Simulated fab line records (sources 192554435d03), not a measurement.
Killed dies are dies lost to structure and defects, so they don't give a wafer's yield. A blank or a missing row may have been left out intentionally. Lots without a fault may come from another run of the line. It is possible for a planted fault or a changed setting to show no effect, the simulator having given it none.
Matching of chambers ; flow n5_finfet ; 4 sister chambers for N5_PASSIVATION_STRIP_14 on rie_diel-06
The step strips in O2. 4 wafers are shown with their chamber, then 8 later ones without.

WAFERS PAIRED WITH THEIR CHAMBERS
wafer;chamber;throttle_valve_pct (%)
L080.3;0;16.75
L095.5;1;16.74
L095.6;2;16.72
L092.1;3;16.20

WAFERS WITH NO CHAMBER GIVEN
wafer;throttle_valve_pct (%)
L092.2;16.80
L092.5;16.71
L089.1;16.73
L089.2;16.78
L089.3;16.21
L082.1;16.82
L082.3;16.75
L082.6;16.74

EACH ONE'S CHAMBER
wafer;from the rows above;in truth
L092.2;can't be placed: 0 or 1 or 2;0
L092.5;can't be placed: 2 or 1 or 0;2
L089.1;can't be placed: 1 or 2 or 0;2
L089.2;can't be placed: 0 or 1 or 2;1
L089.3;3;3
L082.1;can't be placed: 0 or 1 or 2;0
L082.3;can't be placed: 0 or 1 or 2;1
L082.6;can't be placed: 1 or 0 or 2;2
Placed correctly: 1 of 8. These rows do not allow placing 7 (true chamber among the candidates in 7). Placed wrongly: 0.
How it was worked out, from the rows above alone: a wafer's distance from a chamber is the root of the sum, over the readings, of the square of ((its reading less the chamber's mean) divided by the reading's scatter). The wafer belongs to the nearest chamber; if the next one is less than 2 further off, it can't be placed. Each chamber's mean is taken over the wafers shown for it. The scatter (one wafer shown for each chamber): square how far every hidden wafer sits from the nearest shown wafer, average those squares and take the square root.
